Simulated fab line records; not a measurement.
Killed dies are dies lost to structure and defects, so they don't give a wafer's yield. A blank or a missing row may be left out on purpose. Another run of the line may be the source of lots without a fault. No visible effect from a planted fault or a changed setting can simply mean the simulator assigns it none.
Struck lot and sound lot, side by side	flow nand-harc	11 steps out of a route of 1159
Sound: wafers L866.1, L866.5, L866.6. Struck: wafers L876.5, L876.6 (left out: L876.3, a lot-mate that was not struck); the cause follows at the end.
Each step with rows lists, per side, the tool, then ch with its chambers, then its first start. Under that, the readings that differ: sound wafers	struck wafers	difference of the means	sigmas: that difference in standard deviations of wafers without a fault.
alike: a reading whose means differ by less than 2 such deviations, as well as words and numbers matching on both sides. not compared: withheld readings; readings where some wafer has no value; bounds like >300 that might hide an equal value; numbers whose values overlap and for which the record gives no deviation.
Wherever a step has rows on one side only, a row that says differs or no value, or a row with sigmas, the two part there. Numbers that have no deviation but don't overlap get no sigmas and don't part them. Lack of a reading on every wafer of one side parts them only where that side has two or more wafers.

NHARC_P_START_INSPECT_01:
  sound: defect-inspect-01 at day 4 06:02; struck: defect-inspect-02 at day 6 18:02
  alike: raw-defect-count
then, 7 steps without rows for these wafers: NHARC_P_ZERO_WELL_PRECLEAN_00 (cleans in SPM, time 600 s); NHARC_P_ZERO_WELL_SRD_01; NHARC_P_ZERO_WELL_PECVD_02 (deposits SiO2, target thk 10 nm); NHARC_P_ZERO_WELL_DEHYDRATE_03 (time 120 s); NHARC_P_ZERO_WELL_HMDS_04 (time 30 s); NHARC_P_ZERO_WELL_COAT_64 (time 65 s); NHARC_P_ZERO_WELL_COAT_05 (resist thk 600 nm).
NHARC_P_ZERO_WELL_SOFTBAKE_06: time 70 s.
  sound on litho-track-07 ch 0, day 4 06:00; struck on litho-track-03 ch 0, day 6 18:00
reading	sound	struck	difference	sigmas
heater-power-total-W (W)	202.7 199.3 202.4	222.8 226.2	+23.0	+18
  alike: chill-plate-temp-C
following that, these wafers have no rows for 1 step: NHARC_P_ZERO_WELL_EBR_07.
-- jump in the record: it breaks off in module P_ZERO_WELL and resumes in module END (first step shown: number 1159 of the route), and 18 days separate the struck wafers' starts before and after --
NHARC_END_SORT_01:
  sound on prober-02 ch 0, day 21 13:49; struck on prober-01 ch 0, day 24 11:43
  alike: killed-at-array, killed-at-other, killed-at-periphery, killed-dies, killed-open, killed-short

WHERE THEY PART
Only at NHARC_P_ZERO_WELL_SOFTBAKE_06, within this record. Later steps at which nothing parts them and some readings are alike: NHARC_END_SORT_01.

WHY: whatever the simulator had introduced
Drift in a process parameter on litho-track-03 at NHARC_P_ZERO_WELL_SOFTBAKE_06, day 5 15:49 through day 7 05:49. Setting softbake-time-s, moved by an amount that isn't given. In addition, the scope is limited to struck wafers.
